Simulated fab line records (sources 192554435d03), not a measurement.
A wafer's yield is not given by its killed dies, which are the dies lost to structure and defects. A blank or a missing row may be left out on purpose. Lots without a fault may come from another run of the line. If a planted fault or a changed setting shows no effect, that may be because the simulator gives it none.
Chamber matching -- flow n5 finfet -- rie diel-05 running N5_BEOL_M11_STRIP_36: 4 sister chambers
The step strips in N2/H2. 18 wafers are shown with their chamber, then 9 later ones without.

## WAFERS, EACH WITH ITS CHAMBER
wafer,chamber,showerhead plenum p Torr (Torr),throttle valve pct (%),drypump motor current A (A)
L074.1,0,2.45,24.1,5.2
L074.2,3,2.61,23.6,5.7
L074.3,2,2.56,23.4,5.8
L079.2,0,2.44,24.1,5.2
L079.3,3,2.61,23.6,5.6
L079.6,0,2.44,24.1,5.2
L080.1,0,2.44,24.1,5.2
L080.3,3,2.61,23.6,5.6
L080.6,3,2.61,23.6,5.7
L082.1,3,2.61,23.5,5.7
L082.5,3,2.61,23.6,5.7
L082.6,1,2.54,23.4,5.8
L083.2,2,2.56,23.4,5.8
L083.4,0,2.44,24.2,5.1
L083.6,0,2.44,24.2,5.1
L087.2,1,2.54,23.4,5.8
L087.5,0,2.44,24.1,5.1
L087.6,2,2.56,23.4,5.8

SIGNATURES, as means of the wafers listed above
reading,chamber 0,chamber 1,chamber 2,chamber 3,scatter within a chamber
showerhead plenum p Torr,2.4414,2.5400,2.5600,2.6100,0.00247
throttle valve pct,24.129,23.400,23.400,23.583,0.0402
drypump motor current A,5.157,5.800,5.800,5.667,0.0467
Rule: for each reading, subtract the chamber's mean from the wafer's reading, divide by that reading's scatter and square the result; add these up over the readings and take the root, which gives the wafer's distance from the chamber. The wafer belongs to the nearest chamber; if the next one is less than 2 further off, it can't be placed. How the scatter is found: for the shown wafers, subtract from each reading the mean of its chamber, square and add these, divide the total by (wafers less chambers), then take the root.

## WAFERS WHOSE CHAMBER IS MISSING
wafer,showerhead plenum p Torr (Torr),throttle valve pct (%),drypump motor current A (A)
L088.1,2.55,23.5,5.8
L088.3,2.44,24.2,5.2
L088.5,2.44,24.2,5.2
L093.2,2.60,23.1,5.7
L093.4,2.55,23.5,5.8
L093.5,2.60,23.1,5.7
L091.1,2.43,24.2,5.2
L091.5,2.55,23.5,5.8
L091.6,2.60,23.1,5.6

## WHICH CHAMBER EACH WENT THROUGH
wafer,from the rows above,in truth
L088.1,can't be placed: 1 or 2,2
L088.3,0,0
L088.5,0,0
L093.2,3,3
L093.4,can't be placed: 1 or 2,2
L093.5,3,3
L091.1,0,0
L091.5,can't be placed: 1 or 2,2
L091.6,3,3
6 of 9 placed correctly. These rows do not allow placing 3 (true chamber among the candidates in 3). Wrongly placed: 0.
